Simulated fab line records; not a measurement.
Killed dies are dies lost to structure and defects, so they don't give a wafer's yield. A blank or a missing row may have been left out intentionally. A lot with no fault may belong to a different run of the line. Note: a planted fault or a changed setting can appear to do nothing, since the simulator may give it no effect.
Split-lot study | flow n5Finfet | on a route of 1938 steps: 7 lots, 21 wafers read

THE SPLIT
At N5_BEOL_M0_SAQP_EXPOSE_37 (exposes mask M0 CUT1, target cd 30 nm), the setting doseMj was moved away from the recipe's 44.75 on 6 of the 21 wafers read, by -6.1% to +2.9%. This setting was run at the recipe's value on the other wafers.

FROM THE SPLIT TO THE READING: what the file shows between them, 2 steps
- N5_BEOL_M0_SAQP_PEB_38: peb time 60 s
- N5_BEOL_M0_SAQP_DEVELOP_39: develop time 30 s

THE READING
Shown in nm: cdNm at N5_BEOL_M0_SAQP_CD_MEAS_40, with target cd 30 nm. Fault-free wafers of this fab line usually give 29.94 nm, standard deviation 0.23 nm.

wafer  | tool, chamber at the split | doseMj as run | against the recipe | cdNm, nm | against lot-mates on the recipe
L075.2 | euvScanner-01, 0           | 45.6          | +1.9%              | 30.42    | +0.38
L075.3 | euvScanner-01, 0           | 45.6          | +1.9%              | 30.32    | +0.28
L075.5 | euvScanner-01, 0           | 44.75         | recipe             | 30.04    | -
L077.1 | euvScanner-01, 0           | 44.75         | recipe             | 29.71    | -
L077.2 | euvScanner-01, 0           | 44.75         | recipe             | 29.72    | -
L077.3 | euvScanner-01, 0           | 44.75         | recipe             | 29.87    | -
L081.3 | euvScanner-02, 0           | 44.75         | recipe             | 29.88    | -
L081.5 | euvScanner-02, 0           | 44.75         | recipe             | 29.96    | -
L081.6 | euvScanner-02, 0           | 44.75         | recipe             | 29.88    | -
L085.1 | euvScanner-01, 0           | 44.75         | recipe             | 29.89    | -
L085.3 | euvScanner-01, 0           | 44.75         | recipe             | 30.12    | -
L085.4 | euvScanner-01, 0           | 46.06         | +2.9%              | 30.66    | +0.65
L090.2 | euvScanner-02, 0           | 44.75         | recipe             | 29.52    | -
L090.4 | euvScanner-02, 0           | 44.75         | recipe             | 29.53    | -
L090.6 | euvScanner-02, 0           | 44.75         | recipe             | 29.84    | -
L092.1 | euvScanner-02, 0           | 42.03         | -6.1%              | 28.26    | -1.72
L092.4 | euvScanner-02, 0           | 44.75         | recipe             | 29.98    | -
L092.6 | euvScanner-02, 0           | 42.03         | -6.1%              | 28.42    | -1.56
L097.1 | euvScanner-01, 0           | 44.75         | recipe             | 30.22    | -
L097.2 | euvScanner-01, 0           | 42.2          | -5.7%              | 28.81    | -1.25
L097.3 | euvScanner-01, 0           | 44.75         | recipe             | 29.91    | -

FIT RESULTS
A straight line over all 21 wafers: cdNm changes by +0.238 nm for each +1% of doseMj; r = +0.95; the points scatter about the line by 0.19 nm.
The same after taking each lot's own level away (the mean of its wafers on the recipe; 21 wafers): +0.246 nm for each +1%; r = +0.98; scatter 0.12 nm.
Per that fit: largest doseMj move, reading shift of 1.5 nm.
From 29.630 to 30.065 nm: that is the span of the lots' own levels, equal to 1.9 times the standard deviation above.
Hence the lot-to-lot level has little effect on the slope; both slopes agree.
Check: with one of the wafers moved furthest among these (-6.1%) left out of the fit, the line predicts -1.42 nm for it against its lot-mates. Against them it came out at -1.72 nm.

THESE WAFERS: OTHER SPLITS
Other splits were also applied to these wafers ahead of the reading. Each is held against what the fit with the lots' levels taken away leaves over:
other split on the same wafers           | wafers away from the commonest value | r with cdNm (lot level and that fit taken away)
N5_GATE_CUT_DESCUM_18 timeS              | 6                                    | -0.03
N5_MOL_CONTACT_COAG_EXPOSE_37 doseMj     | 9                                    | -0.09
N5_MOL_CONTACT_COAG_ALD_133 aldCycles    | 9                                    | -0.04
N5_BEOL_M0_SAQP_SPACER1_ALD_98 aldCycles | 6                                    | +0.05

THE WHOLE CHAIN: every reading that the file lists as answering this split, in the file's order
step                       | what it does                                                | reading                                                            | change (the file's fit)               | r (the file's)
N5_BEOL_M0_SAQP_CD_MEAS_40 | target cd 30 nm                                             | cdNm                                                               | +0.241 nm for each +1% of the setting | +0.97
N5_BEOL_M0_SAQP_DESCUM_45  | chemistry O2, time 7 s                                      | BEOL_M0_SAQP.cdNm (the simulator's own value, which no gauge read) | +0.23 nm for each +1% of the setting  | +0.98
N5_BEOL_M0_SAQP_ETCH_88    | etches underlayer in N2/H2, target depth 6.5 nm, time 5.2 s | BEOL_M0_SAQP.cdNm (the simulator's own value, which no gauge read) | +0.223 nm for each +1% of the setting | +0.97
N5_BEOL_M0_SAQP_ETCH_49    | etches SiO2 in CF4/O2, target depth 37 nm                   | BEOL_M0_SAQP.cdNm (the simulator's own value, which no gauge read) | +0.211 nm for each +1% of the setting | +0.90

FILE'S OWN FIT
cdNm changes by +0.241 nm for each +1% of doseMj, r = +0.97.
